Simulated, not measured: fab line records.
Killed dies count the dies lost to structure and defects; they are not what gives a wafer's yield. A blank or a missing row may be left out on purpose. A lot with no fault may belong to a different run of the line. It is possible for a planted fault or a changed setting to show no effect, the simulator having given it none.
A single fault, viewed from 2 desks | flow n5_finfet | what lay behind the numbers comes last; until then each desk has only its own

## THE TOOL OWNER'S DESK: litho_track-04
The tool's own readings at N5_BEOL_M3_COAT_05 (resist thk 30 nm): means of the sampled wafers that have a number, for each lot that ran on this tool. The brackets show how far a lot's mean lies from the usual mean; more than 4 standard deviations puts the lot out of limits, marked OUT.
Columns: A = spin_speed_rpm at N5_BEOL_M3_COAT_05, usual 1500.0 rpm
lot  | first seen here | A
L242 | day 7 04:26     | 1498.7
L244 | day 7 14:01     | 1499.5
L248 | day 9 13:40     | 1500.6
L254 | day 10 21:51    | 1288.1 (-99 or more) OUT
L256 | day 10 22:53    | 1288.3 (-99 or more) OUT
This desk's verdict: out of limits on L254, L256, starting with L254 at day 10 21:51 (spin_speed_rpm at N5_BEOL_M3_COAT_05). L242, L244, L248: within limits.

## AT THE METROLOGY DESK
What the gauges read, lot by lot, whatever tool the lot ran on: means of the sampled wafers that have a number. The brackets show how far a lot's mean lies from the usual mean; more than 4 standard deviations puts the lot out of limits, marked OUT. It has 10 readings; the 7 that lie furthest out on some lot are the ones shown.
Columns: A = DIBL_N at N5_BEOL_M4_RC_MEAS_101, usual 36.4 mV/V; B = IOFF_P at N5_BEOL_M4_RC_MEAS_101, usual 0.21 nA/um; C = ION_N at N5_BEOL_M4_RC_MEAS_101, usual 677 uA/um; D = ION_P at N5_BEOL_M4_RC_MEAS_101, usual 464 uA/um; E = SS_P at N5_BEOL_M4_RC_MEAS_101, usual 73.3 mV/dec; F = VT_N at N5_BEOL_M4_RC_MEAS_101, usual 250 mV; G = VT_P at N5_BEOL_M4_RC_MEAS_101, usual -251 mV
lot  | first seen here | A    | B    | C   | D   | E    | F   | G
L242 | day 7 22:32     | 40.0 | 0.31 | 702 | 482 | 74.5 | 245 | -245
L244 | day 8 21:05     | 37.0 | 0.30 | 689 | 482 | 73.2 | 245 | -241
L249 | day 10 14:48    | 37.2 | 0.22 | 675 | 461 | 73.4 | 251 | -251
L248 | day 10 16:34    | 34.0 | 0.18 | 674 | 465 | 71.8 | 251 | -252
L254 | day 11 23:30    | 38.9 | 0.25 | 679 | 465 | 74.1 | 250 | -250
L256 | day 12 11:10    | 36.2 | 0.20 | 665 | 452 | 73.2 | 250 | -250
L259 | day 12 22:44    | 35.6 | 0.17 | 665 | 447 | 73.0 | 253 | -255
L260 | day 13 05:12    | 37.2 | 0.23 | 680 | 465 | 74.3 | 248 | -247
L262 | day 14 04:37    | 37.0 | 0.23 | 688 | 469 | 73.6 | 246 | -251
L263 | day 14 07:22    | 39.2 | 0.21 | 675 | 457 | 73.4 | 250 | -254
L264 | day 14 07:26    | 31.1 | 0.11 | 656 | 446 | 71.4 | 258 | -261
This desk found nothing out of limits on any of the 11 lots.

## BROUGHT TOGETHER
An alarm could have come from the tool owner's desk at day 10 21:51, on L254, L256.
The metrology desk saw nothing out of limits.
The metrology desk holds a record of L254, L256, inside its limits.
Every lot named ran N5_BEOL_M3_COAT_05 on litho_track-04.

## WHAT THE SIMULATOR PUT IN
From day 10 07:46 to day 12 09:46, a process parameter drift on litho_track-04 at N5_BEOL_M3_COAT_05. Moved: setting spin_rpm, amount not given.
Struck lots among those shown: L254, L256.
Each desk's first reading out of limits, in hours after the fault started: the tool owner's desk, 14.
